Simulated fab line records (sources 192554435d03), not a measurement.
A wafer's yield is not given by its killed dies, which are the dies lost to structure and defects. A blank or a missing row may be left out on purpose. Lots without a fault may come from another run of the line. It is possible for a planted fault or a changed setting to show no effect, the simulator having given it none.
Chamber matching    flow n5Finfet    uvCure-01 running N5_BEOL_M10_CURE_72: 3 sister chambers
The step cures SiCOH lowk, time 120 s. 3 wafers are shown with their chamber, then 12 later ones without.

== EACH WAFER AND ITS CHAMBER ==
wafer   chamber  wafer_temp_C_max
L081.5  1        371.3
L087.5  2        372.1
L090.6  0        371.1

== WAFERS MISSING THEIR CHAMBER ==
wafer   wafer_temp_C_max
L088.2  372.6
L088.3  372.4
L088.5  371.9
L091.2  372.4
L091.4  371.9
L091.5  372.7
L095.3  372.0
L095.4  371.9
L095.5  371.2
L096.3  371.5
L096.4  372.0
L096.5  371.7

== THE CHAMBER EACH PASSED THROUGH ==
wafer    from the rows above            in truth
L088.2   2                              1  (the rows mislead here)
L088.3   2                              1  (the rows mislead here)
L088.5   can't be placed: 2 or 1 or 0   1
L091.2   2                              2
L091.4   can't be placed: 2 or 1 or 0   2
L091.5   2                              2
L095.3   can't be placed: 2 or 1        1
L095.4   can't be placed: 2 or 1 or 0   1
L095.5   can't be placed: 0 or 1        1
L096.3   can't be placed: 1 or 0 or 2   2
L096.4   can't be placed: 2 or 1        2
L096.5   can't be placed: 1 or 2 or 0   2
Correct placement for 2 of the 12. Cannot be placed on the basis of these rows: 8; the candidates contain the true chamber in 8. 2 placed wrongly.
How it was worked out, from the rows above alone: a wafer's distance from a chamber is the root of the sum, over the readings, of the square of ((its reading less the chamber's mean) divided by the reading's scatter). If the next closest chamber is less than 2 further off than the closest, the wafer can't be placed; otherwise it belongs to the closest. A chamber's mean is the mean of its shown wafers. The scatter: with one shown wafer a chamber, the root of the mean of the squares of how far each hidden wafer lies from its nearest shown one.
